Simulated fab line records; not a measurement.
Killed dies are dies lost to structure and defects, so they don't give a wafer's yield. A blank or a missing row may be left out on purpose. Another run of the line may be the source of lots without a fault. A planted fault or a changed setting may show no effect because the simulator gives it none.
Which tool was responsible? / flow n5Finfet / 9 lots, 27 wafers sampled, at 6 steps of a route of 1938

WHAT THE GAUGES SHOWED, per wafer
N5_FIN_SAQP_INSPECT_18: inspects for defects (brightfield). Usual: 399 for rawDefectCount, sd 110.
lot=L732; measured=day 2 10:23; on=defectInspect-02; rawDefectCount=285 312 355; flag=
lot=L733; measured=day 2 15:23; on=defectInspect-01; rawDefectCount=392 376 365; flag=
lot=L734; measured=day 2 23:02; on=defectInspect-01; rawDefectCount=410 674 343; flag=
lot=L736; measured=day 3 11:03; on=defectInspect-02; rawDefectCount=310 287 268; flag=
lot=L737; measured=day 3 16:54; on=defectInspect-01; rawDefectCount=464 346 356; flag=
lot=L738; measured=day 3 22:35; on=defectInspect-01; rawDefectCount=289 272 289; flag=
lot=L740; measured=day 4 10:16; on=defectInspect-02; rawDefectCount=362 345 309; flag=
lot=L752; measured=day 7 10:59; on=defectInspect-01; rawDefectCount=507 404 360; flag=
lot=L753; measured=day 7 15:59; on=defectInspect-01; rawDefectCount=397 306 403; flag=

N5_BEOL_M4_RC_MEAS_101. Usual: DIBL_N 36.6 mV/V, standard deviation 1.3; DIBL_P 36.4 mV/V, standard deviation 1.4; IOFF_N 0.167 nA/um, standard deviation 0.023; IOFF_P 0.219 nA/um, standard deviation 0.029; ION_N 678 uA/um, standard deviation 8.7; ION_P 464 uA/um, standard deviation 6.4; SS_N 71.5 mV/dec, standard deviation 0.53; SS_P 73.4 mV/dec, standard deviation 0.57; VT_N 248.5 mV, standard deviation 2.8; VT_P -249 mV, standard deviation 3.1.
lot=L732; measured=day 9 04:13; on=prober-02; DIBL_N (mV/V)=35.3 34.1 34.1; DIBL_P (mV/V)=33.7 32.7 33.6; IOFF_N (nA/um)=0.136 0.125 0.129; IOFF_P (nA/um)=0.182 0.170 0.179; ION_N (uA/um)=658 659 668; ION_P (uA/um)=455 458 458; SS_N (mV/dec)=70.3 70.5 70.8; SS_P (mV/dec)=73.0 72.9 72.8; VT_N (mV)=255.9 253.4 253.7; VT_P (mV)=-250 -250 -251; flag=
lot=L733; measured=day 9 01:15; on=prober-02; DIBL_N (mV/V)=35.6 37.3 36.9; DIBL_P (mV/V)=34.5 36.0 36.0; IOFF_N (nA/um)=0.152 0.181 0.180; IOFF_P (nA/um)=0.219 0.244 0.244; ION_N (uA/um)=676 685 679; ION_P (uA/um)=470 472 468; SS_N (mV/dec)=71.3 71.9 71.7; SS_P (mV/dec)=73.5 73.3 73.9; VT_N (mV)=247.8 246.9 249.0; VT_P (mV)=-246 -247 -245; flag=
lot=L734; measured=day 9 10:55; on=prober-02; DIBL_N (mV/V)=37.2 37.2 39.4; DIBL_P (mV/V)=36.1 35.8 38.8; IOFF_N (nA/um)=0.166 0.158 0.219; IOFF_P (nA/um)=0.233 0.233 0.279; ION_N (uA/um)=688 691 702; ION_P (uA/um)=471 470 477; SS_N (mV/dec)=71.8 71.2 71.9; SS_P (mV/dec)=73.2 73.9 74.0; VT_N (mV)=247.2 246.0 242.7; VT_P (mV)=-245 -245 -246; flag=
lot=L736; measured=day 10 10:31; on=prober-02; DIBL_N (mV/V)=39.2 37.6 38.4; DIBL_P (mV/V)=38.2 36.8 37.3; IOFF_N (nA/um)=0.191 0.175 0.176; IOFF_P (nA/um)=0.240 0.219 0.224; ION_N (uA/um)=684 681 684; ION_P (uA/um)=465 464 466; SS_N (mV/dec)=72.3 72.0 72.6; SS_P (mV/dec)=73.7 72.9 73.1; VT_N (mV)=248.0 247.0 248.2; VT_P (mV)=-246 -248 -246; flag=
lot=L737; measured=day 10 17:10; on=prober-01; DIBL_N (mV/V)=36.8 36.2 35.3; DIBL_P (mV/V)=37.2 36.7 35.4; IOFF_N (nA/um)=0.144 0.149 0.128; IOFF_P (nA/um)=0.192 0.185 0.163; ION_N (uA/um)=676 678 675; ION_P (uA/um)=460 460 452; SS_N (mV/dec)=71.5 71.3 71.1; SS_P (mV/dec)=73.0 73.2 72.7; VT_N (mV)=251.5 251.0 253.6; VT_P (mV)=-252 -256 -255; flag=
lot=L738; measured=day 11 14:48; on=prober-02; DIBL_N (mV/V)=35.0 37.0 37.8; DIBL_P (mV/V)=34.1 36.9 37.1; IOFF_N (nA/um)=0.133 0.166 0.169; IOFF_P (nA/um)=0.192 0.239 0.238; ION_N (uA/um)=666 681 669; ION_P (uA/um)=462 471 459; SS_N (mV/dec)=70.6 71.8 71.9; SS_P (mV/dec)=72.9 73.5 73.4; VT_N (mV)=252.4 247.1 250.5; VT_P (mV)=-249 -247 -246; flag=
lot=L740; measured=day 12 19:20; on=prober-01; DIBL_N (mV/V)=34.9 36.6 34.6; DIBL_P (mV/V)=34.7 36.5 34.2; IOFF_N (nA/um)=0.144 0.170 0.131; IOFF_P (nA/um)=0.182 0.208 0.178; ION_N (uA/um)=674 669 665; ION_P (uA/um)=460 458 461; SS_N (mV/dec)=71.2 71.6 70.7; SS_P (mV/dec)=72.9 73.3 72.7; VT_N (mV)=250.8 247.6 249.1; VT_P (mV)=-253 -249 -251; flag=
lot=L752; measured=day 15 22:28; on=prober-01; DIBL_N (mV/V)=38.3 37.2 37.2; DIBL_P (mV/V)=39.0 36.4 36.5; IOFF_N (nA/um)=0.231 0.193 0.188; IOFF_P (nA/um)=0.281 0.235 0.234; ION_N (uA/um)=704 689 690; ION_P (uA/um)=477 468 468; SS_N (mV/dec)=71.8 71.3 71.6; SS_P (mV/dec)=74.7 74.4 73.3; VT_N (mV)=242.5 245.3 245.2; VT_P (mV)=-245 -249 -250; flag=
lot=L753; measured=day 15 15:25; on=prober-02; DIBL_N (mV/V)=36.2 36.1 35.8; DIBL_P (mV/V)=37.2 36.6 36.3; IOFF_N (nA/um)=0.160 0.153 0.151; IOFF_P (nA/um)=0.197 0.182 0.179; ION_N (uA/um)=679 676 679; ION_P (uA/um)=461 457 460; SS_N (mV/dec)=71.8 71.3 70.9; SS_P (mV/dec)=72.2 72.6 72.6; VT_N (mV)=248.6 251.2 250.6; VT_P (mV)=-252 -250 -252; flag=

WHICH TOOL RAN EACH LOT (tool, then ch and the chambers of the sampled wafers, then the start)
lot=L732; N5_FIN_SAQP_PECVD_48=pecvd-04 ch 0,1, day 2 09:47; N5_FIN_SAQP_SPACER1_ALD_24=aldSin-02 ch 0,2,3, day 2 12:12; N5_FIN_SAQP_SPACER1_ETCHBACK_25=rieDiel-04 ch 0,2,3, day 2 12:59; N5_FIN_SAQP_ETCH_57=rieDiel-05 ch 0,1,3, day 2 13:21
lot=L733; N5_FIN_SAQP_PECVD_48=pecvd-03 ch 0,2, day 2 14:50; N5_FIN_SAQP_SPACER1_ALD_24=aldSin-02 ch 0,1,3, day 2 17:01; N5_FIN_SAQP_SPACER1_ETCHBACK_25=rieDiel-04 ch 2,3, day 2 17:45; N5_FIN_SAQP_ETCH_57=rieDiel-04 ch 0,1,3, day 2 18:08
lot=L734; N5_FIN_SAQP_PECVD_48=pecvd-02 ch 0,1, day 2 22:20; N5_FIN_SAQP_SPACER1_ALD_24=aldSin-03 ch 0,1,2, day 3 00:13; N5_FIN_SAQP_SPACER1_ETCHBACK_25=rieDiel-05 ch 0,1, day 3 01:07; N5_FIN_SAQP_ETCH_57=rieDiel-05 ch 1,2,3, day 3 01:22
lot=L736; N5_FIN_SAQP_PECVD_48=pecvd-04 ch 0,2, day 3 10:22; N5_FIN_SAQP_SPACER1_ALD_24=aldSin-04 ch 0,1,2, day 3 13:12; N5_FIN_SAQP_SPACER1_ETCHBACK_25=rieDiel-04 ch 0,3, day 3 13:55; N5_FIN_SAQP_ETCH_57=rieDiel-05 ch 0,2, day 3 14:12
lot=L737; N5_FIN_SAQP_PECVD_48=pecvd-04 ch 0,1,2, day 3 16:14; N5_FIN_SAQP_SPACER1_ALD_24=aldSin-03 ch 0,2,3, day 3 18:02; N5_FIN_SAQP_SPACER1_ETCHBACK_25=rieDiel-04 ch 0,2,3, day 3 18:44; N5_FIN_SAQP_ETCH_57=rieDiel-05 ch 0,2,3, day 3 18:59
lot=L738; N5_FIN_SAQP_PECVD_48=pecvd-04 ch 0,2, day 3 21:55; N5_FIN_SAQP_SPACER1_ALD_24=aldSin-02 ch 1,2,3, day 3 23:44; N5_FIN_SAQP_SPACER1_ETCHBACK_25=rieDiel-04 ch 0,1,3, day 4 01:10; N5_FIN_SAQP_ETCH_57=rieDiel-04 ch 1,3, day 4 01:28
lot=L740; N5_FIN_SAQP_PECVD_48=pecvd-02 ch 1,2, day 4 09:35; N5_FIN_SAQP_SPACER1_ALD_24=aldSin-02 ch 1,3, day 4 11:23; N5_FIN_SAQP_SPACER1_ETCHBACK_25=rieDiel-05 ch 0,2,3, day 4 12:06; N5_FIN_SAQP_ETCH_57=rieDiel-01 ch 1,2,3, day 4 12:21
lot=L752; N5_FIN_SAQP_PECVD_48=pecvd-04 ch 0,1,2, day 7 10:26; N5_FIN_SAQP_SPACER1_ALD_24=aldSin-02 ch 0,3, day 7 12:13; N5_FIN_SAQP_SPACER1_ETCHBACK_25=rieDiel-04 ch 1,3, day 7 12:56; N5_FIN_SAQP_ETCH_57=rieDiel-04 ch 1,3, day 7 13:11
lot=L753; N5_FIN_SAQP_PECVD_48=pecvd-04 ch 0,1,2, day 7 15:26; N5_FIN_SAQP_SPACER1_ALD_24=aldSin-04 ch 0,1, day 7 17:07; N5_FIN_SAQP_SPACER1_ETCHBACK_25=rieDiel-04 ch 1,3, day 7 17:50; N5_FIN_SAQP_ETCH_57=rieDiel-05 ch 0,1, day 7 18:05
- N5_FIN_SAQP_PECVD_48: deposits SiNx from SiH4/NH3/N2, target thk 25 nm, time 22.1 s.
- N5_FIN_SAQP_SPACER1_ALD_24: deposits SiO2, target thk 20.3 nm, pulse time 1 s, purge time 2 s.
- N5_FIN_SAQP_SPACER1_ETCHBACK_25: etches SiO2 in CHF3/O2, target depth 24.4 nm, time 12.2 s.
- N5_FIN_SAQP_ETCH_57: etches SiNx in CH3F/O2, target depth 32.5 nm, time 46.4 s.

WHAT THE TOOLS THEMSELVES READ (means of the sampled wafers that have a number; where no wafer has one, the mark that the record gives instead)
N5_FIN_SAQP_PECVD_48. Usual: heaterPowerW 727 W, standard deviation 67; showerheadPlenumPTorr 5.12 Torr, standard deviation 0.067; throttleValvePct 39.8 %, standard deviation 2.3.
lot=L732; tool=pecvd-04; heaterPowerW (W)=747; showerheadPlenumPTorr (Torr)=5.15; throttleValvePct (%)=39.7; flag=
lot=L733; tool=pecvd-03; heaterPowerW (W)=695; showerheadPlenumPTorr (Torr)=5.05; throttleValvePct (%)=38.4; flag=
lot=L734; tool=pecvd-02; heaterPowerW (W)=697; showerheadPlenumPTorr (Torr)=5.11; throttleValvePct (%)=42.5; flag=
lot=L736; tool=pecvd-04; heaterPowerW (W)=738; showerheadPlenumPTorr (Torr)=5.11; throttleValvePct (%)=39.0; flag=
lot=L737; tool=pecvd-04; heaterPowerW (W)=705; showerheadPlenumPTorr (Torr)=5.14; throttleValvePct (%)=39.5; flag=
lot=L738; tool=pecvd-04; heaterPowerW (W)=653; showerheadPlenumPTorr (Torr)=5.11; throttleValvePct (%)=39.2; flag=
lot=L740; tool=pecvd-02; heaterPowerW (W)=852; showerheadPlenumPTorr (Torr)=5.21; throttleValvePct (%)=39.6; flag=
lot=L752; tool=pecvd-04; heaterPowerW (W)=735; showerheadPlenumPTorr (Torr)=5.14; throttleValvePct (%)=39.7; flag=
lot=L753; tool=pecvd-04; heaterPowerW (W)=658; showerheadPlenumPTorr (Torr)=5.14; throttleValvePct (%)=39.7; flag=

N5_FIN_SAQP_SPACER1_ALD_24. Usual: heaterPowerW 485 W, standard deviation 60; precursorPulseHeightRel 1.001, standard deviation 0.019.
lot=L732; tool=aldSin-02; heaterPowerW (W)=545; precursorPulseHeightRel=1.001; flag=
lot=L733; tool=aldSin-02; heaterPowerW (W)=494; precursorPulseHeightRel=0.997; flag=
lot=L734; tool=aldSin-03; heaterPowerW (W)=437; precursorPulseHeightRel=1.000; flag=
lot=L736; tool=aldSin-04; heaterPowerW (W)=492; precursorPulseHeightRel=0.991; flag=
lot=L737; tool=aldSin-03; heaterPowerW (W)=426; precursorPulseHeightRel=0.989; flag=
lot=L738; tool=aldSin-02; heaterPowerW (W)=523; precursorPulseHeightRel=1.001; flag=
lot=L740; tool=aldSin-02; heaterPowerW (W)=490; precursorPulseHeightRel=1.000; flag=
lot=L752; tool=aldSin-02; heaterPowerW (W)=465; precursorPulseHeightRel=1.008; flag=
lot=L753; tool=aldSin-04; heaterPowerW (W)=470; precursorPulseHeightRel=1.000; flag=

N5_FIN_SAQP_SPACER1_ETCHBACK_25. Usual: drypumpMotorCurrentA 5.8 A, standard deviation 0.49; oesProductAu 0.77 a.u., standard deviation 0.084; rfVppV 526 V, standard deviation 5.6; showerheadPlenumPTorr 2.44 Torr, standard deviation 0.049; throttleValvePct 19.00 %, standard deviation 0.14.
lot=L732; tool=rieDiel-04; drypumpMotorCurrentA (A)=5.8; oesProductAu (a.u.)=0.71; rfVppV (V)=527; showerheadPlenumPTorr (Torr)=2.46; throttleValvePct (%)=19.07; flag=
lot=L733; tool=rieDiel-04; drypumpMotorCurrentA (A)=5.5; oesProductAu (a.u.)=0.71; rfVppV (V)=526; showerheadPlenumPTorr (Torr)=2.46; throttleValvePct (%)=19.12; flag=
lot=L734; tool=rieDiel-05; drypumpMotorCurrentA (A)=6.3; oesProductAu (a.u.)=0.84; rfVppV (V)=522; showerheadPlenumPTorr (Torr)=2.47; throttleValvePct (%)=18.78; flag=
lot=L736; tool=rieDiel-04; drypumpMotorCurrentA (A)=6.0; oesProductAu (a.u.)=0.69; rfVppV (V)=530; showerheadPlenumPTorr (Torr)=2.48; throttleValvePct (%)=19.02; flag=
lot=L737; tool=rieDiel-04; drypumpMotorCurrentA (A)=5.7; oesProductAu (a.u.)=0.70; rfVppV (V)=527; showerheadPlenumPTorr (Torr)=2.46; throttleValvePct (%)=19.08; flag=
lot=L738; tool=rieDiel-04; drypumpMotorCurrentA (A)=6.0; oesProductAu (a.u.)=0.69; rfVppV (V)=528; showerheadPlenumPTorr (Torr)=2.45; throttleValvePct (%)=19.05; flag=
lot=L740; tool=rieDiel-05; drypumpMotorCurrentA (A)=5.9; oesProductAu (a.u.)=0.82; rfVppV (V)=525; showerheadPlenumPTorr (Torr)=2.46; throttleValvePct (%)=19.05; flag=
lot=L752; tool=rieDiel-04; drypumpMotorCurrentA (A)=6.0; oesProductAu (a.u.)=0.77; rfVppV (V)=527; showerheadPlenumPTorr (Torr)=2.40; throttleValvePct (%)=19.00; flag=
lot=L753; tool=rieDiel-04; drypumpMotorCurrentA (A)=5.7; oesProductAu (a.u.)=0.86; rfVppV (V)=526; showerheadPlenumPTorr (Torr)=2.44; throttleValvePct (%)=18.87; flag=

N5_FIN_SAQP_ETCH_57. Usual: drypumpMotorCurrentA 5.8 A, standard deviation 0.49; etchRfOnTimeS 46.3 s, standard deviation 0.81; oesProductAu 0.67 a.u., standard deviation 0.065; rfVppV 298 V, standard deviation 3.2; showerheadPlenumPTorr 2.03 Torr, standard deviation 0.051; throttleValvePct 16.43 %, standard deviation 0.14.
lot=L732; tool=rieDiel-05; drypumpMotorCurrentA (A)=6.1; etchRfOnTimeS (s)=45.5; oesProductAu (a.u.)=0.74; rfVppV (V)=297; showerheadPlenumPTorr (Torr)=2.03; throttleValvePct (%)=16.29; flag=
lot=L733; tool=rieDiel-04; drypumpMotorCurrentA (A)=6.0; etchRfOnTimeS (s)=47.1; oesProductAu (a.u.)=0.59; rfVppV (V)=299; showerheadPlenumPTorr (Torr)=2.04; throttleValvePct (%)=16.51; flag=
lot=L734; tool=rieDiel-05; drypumpMotorCurrentA (A)=6.2; etchRfOnTimeS (s)=46.1; oesProductAu (a.u.)=0.70; rfVppV (V)=296; showerheadPlenumPTorr (Torr)=2.02; throttleValvePct (%)=16.38; flag=
lot=L736; tool=rieDiel-05; drypumpMotorCurrentA (A)=5.8; etchRfOnTimeS (s)=46.2; oesProductAu (a.u.)=0.72; rfVppV (V)=300; showerheadPlenumPTorr (Torr)=2.11; throttleValvePct (%)=16.43; flag=
lot=L737; tool=rieDiel-05; drypumpMotorCurrentA (A)=5.9; etchRfOnTimeS (s)=45.4; oesProductAu (a.u.)=0.71; rfVppV (V)=298; showerheadPlenumPTorr (Torr)=2.05; throttleValvePct (%)=16.47; flag=
lot=L738; tool=rieDiel-04; drypumpMotorCurrentA (A)=6.0; etchRfOnTimeS (s)=55.7; oesProductAu (a.u.)=0.59; rfVppV (V)=299; showerheadPlenumPTorr (Torr)=2.00; throttleValvePct (%)=16.52; flag=OFF
lot=L740; tool=rieDiel-01; drypumpMotorCurrentA (A)=5.3; etchRfOnTimeS (s)=46.7; oesProductAu (a.u.)=0.66; rfVppV (V)=297; showerheadPlenumPTorr (Torr)=2.03; throttleValvePct (%)=16.44; flag=
lot=L752; tool=rieDiel-04; drypumpMotorCurrentA (A)=5.8; etchRfOnTimeS (s)=46.3; oesProductAu (a.u.)=0.73; rfVppV (V)=299; showerheadPlenumPTorr (Torr)=2.02; throttleValvePct (%)=16.30; flag=
lot=L753; tool=rieDiel-05; drypumpMotorCurrentA (A)=6.0; etchRfOnTimeS (s)=46.0; oesProductAu (a.u.)=0.69; rfVppV (V)=299; showerheadPlenumPTorr (Torr)=2.08; throttleValvePct (%)=16.34; flag=

THE ANSWER, worked out from the rows above alone
Rule: a lot counts as off when the mean over its wafers that have a number is more than 3 standard deviations away from the usual mean. Also off: a lot with no number at a reading for which 4 or more lots have one. Any other lot the step has rows for is counted as sound. The gauges are gone through in route order, then the tools' own readings, and for those a lot's mean is taken as printed above. The first step at which some lot is off is used, and at that step the reading that is off furthest; a lot without a number counts as furthest.
Off at N5_FIN_SAQP_ETCH_57 (etchRfOnTimeS): L738.
If a tool, at that step or one of the process steps before it, ran each lot that is off and ran no sound lot following the first of them, it fits. Not one of the candidates tried fits.

WHAT WAS PUT IN BY THE SIMULATOR
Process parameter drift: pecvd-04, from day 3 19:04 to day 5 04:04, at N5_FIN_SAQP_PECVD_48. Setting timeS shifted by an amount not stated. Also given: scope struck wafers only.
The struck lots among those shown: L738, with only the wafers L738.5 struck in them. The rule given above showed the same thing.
